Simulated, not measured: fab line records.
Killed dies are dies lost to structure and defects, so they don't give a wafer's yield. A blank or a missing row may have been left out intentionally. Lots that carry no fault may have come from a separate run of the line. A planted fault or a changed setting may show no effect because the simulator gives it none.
Chamber matching | flow n5_finfet | N5_FIN_SAQP_ALD_61 on ald_sin-01 has 4 sister chambers
The step deposits SiO2, target thk 4 nm, pulse time 1 s, purge time 2 s. 8 wafers are shown with their chamber, then 8 later ones without.

## EACH WAFER AND ITS CHAMBER
wafer  | chamber | heater_power_w (W) | precursor_pulse_height_rel
L077.5 | 3       | 565                | 1.003
L077.6 | 2       | 479                | 0.987
L079.4 | 2       | 466                | 0.997
L079.6 | 1       | 498                | 1.013
L080.1 | 3       | 568                | 1.015
L080.2 | 1       | 511                | 0.985
L080.6 | 0       | 527                | 0.977
L091.3 | 0       | 529                | 0.977

## WAFERS WHOSE CHAMBER IS MISSING
wafer  | heater_power_w (W) | precursor_pulse_height_rel
L091.4 | 474                | 1.006
L091.6 | 544                | 0.947
L093.1 | 506                | 0.987
L093.2 | 520                | 0.980
L093.4 | 479                | 1.007
L097.1 | 512                | 1.016
L097.5 | 467                | 1.027
L097.6 | 520                | 1.030

## WHICH CHAMBER EACH ONE RAN IN
wafer  | from the rows above     | in truth
L091.4 | 2                       | 2
L091.6 | 0                       | 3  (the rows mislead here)
L093.1 | 1                       | 1
L093.2 | can't be placed: 0 or 1 | 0
L093.4 | 2                       | 2
L097.1 | 1                       | 1
L097.5 | 2                       | 2
L097.6 | can't be placed: 1 or 0 | 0
Placed correctly: 5 of 8. These rows do not allow placing 2 (true chamber among the candidates in 2). Placed wrongly: 1.
How it was worked out, from the rows above alone: a wafer's distance from a chamber is the root of the sum, over the readings, of the square of ((its reading less the chamber's mean) divided by the reading's scatter). If the next closest chamber is less than 2 further off than the closest, the wafer can't be placed; otherwise it belongs to the closest. For every chamber, the mean is computed from those of its wafers that are shown. How the scatter is found: for the shown wafers, subtract from each reading the mean of its chamber, square and add these, divide the total by (wafers less chambers), then take the root.
